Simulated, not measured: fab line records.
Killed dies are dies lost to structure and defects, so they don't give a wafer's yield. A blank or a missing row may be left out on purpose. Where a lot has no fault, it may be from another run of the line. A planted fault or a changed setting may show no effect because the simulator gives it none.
Split-lot study	flow n5Finfet	route with 1938 steps; 7 lots, 21 wafers read

## THE SPLIT
At N5_BEOL_M14_ETCH_68 (etches SOC in N2/H2, time 450 s), the setting timeS was moved away from the recipe's 450 s on 7 of the 21 wafers read, by -14.3% to +12.1%. This setting was run at the recipe's value on the other wafers.

The reading is taken at the split's own step.

## THE READING
SiARC_of_BEOL_M14_COAT_66.thkNm (the simulator's own value, which no gauge read), in nm, at N5_BEOL_M14_ETCH_68 (etches SOC in N2/H2, time 450 s). There is no usual value for it anywhere in the file. Here, 14 wafers ran the recipe; their average is 64.4 nm with a standard deviation of 0.53 nm.

wafer	tool, chamber at the split	timeS as run, s	against the recipe	SiARC_of_BEOL_M14_COAT_66.thkNm, nm	against lot-mates on the recipe
L076.1	rieDiel-04, 1	450	recipe	64	-
L076.2	rieDiel-04, 2	450	recipe	64.4	-
L076.4	rieDiel-04, 0	450	recipe	64.8	-
L075.1	rieDiel-04, 0	450	recipe	64.8	-
L075.3	rieDiel-04, 3	389.3	-13.5%	71	+6.2
L075.5	rieDiel-04, 3	389.3	-13.5%	71.2	+6.4
L079.1	rieDiel-04, 0	450	recipe	64.8	-
L079.2	rieDiel-04, 1	450	recipe	64.4	-
L079.4	rieDiel-04, 2	450	recipe	65.4	-
L084.4	rieDiel-02, 2	504.6	+12.1%	61	no lot-mate on the recipe
L084.5	rieDiel-02, 3	504.6	+12.1%	60.4	no lot-mate on the recipe
L084.6	rieDiel-02, 0	504.6	+12.1%	58.4	no lot-mate on the recipe
L088.1	rieDiel-06, 1	450	recipe	63.4	-
L088.2	rieDiel-06, 3	450	recipe	64.2	-
L088.4	rieDiel-06, 0	388.7	-13.6%	69.8	+6.0
L094.1	rieDiel-06, 2	450	recipe	64	-
L094.5	rieDiel-06, 1,2	450	recipe	64.2	-
L094.6	rieDiel-06, 1,2	450	recipe	64.2	-
L096.1	rieDiel-02, 1	450	recipe	63.8	-
L096.4	rieDiel-02, 3	450	recipe	65.2	-
L096.6	rieDiel-02, 2	385.5	-14.3%	71	+6.5
The file does not say which wafer passed through which chamber wherever a row lists several chambers: such a row stands for several wafers.

THE FIT
A straight line over all 21 wafers: SiARC_of_BEOL_M14_COAT_66.thkNm changes by -0.424 nm for each +1% of timeS; r = -0.98; the points scatter about the line by 0.75 nm.
The same after taking each lot's own level away (the mean of its wafers on the recipe; 18 wafers): -0.457 nm for each +1%; r = -0.99; scatter 0.38 nm.
The reading moves by 6.5 nm for the largest change in timeS, on that fit.
The lots' own levels span 63.80 to 64.87 nm, that is 2.0 times the standard deviation above.
The two slopes agree, so the slope changes little with the lot-to-lot level.
Check: +6.57 nm against its lot-mates is what the line predicts for one of the wafers moved furthest among these (-14.3%) when that wafer is left out of the fit. It came out at +6.5 nm against them.

## OTHER SPLITS ON THESE WAFERS
Before the reading, these wafers also passed through other splits. Each is held against what the fit with the lots' levels taken away leaves over:
other split on the same wafers	wafers away from the commonest value	r with SiARC_of_BEOL_M14_COAT_66.thkNm (lot level and that fit taken away)
N5_BEOL_M14_EXPOSE_25 doseMj	6	-0.23

## FILE'S OWN FIT
SiARC_of_BEOL_M14_COAT_66.thkNm changes by -0.454 nm for each +1% of timeS, r = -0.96.
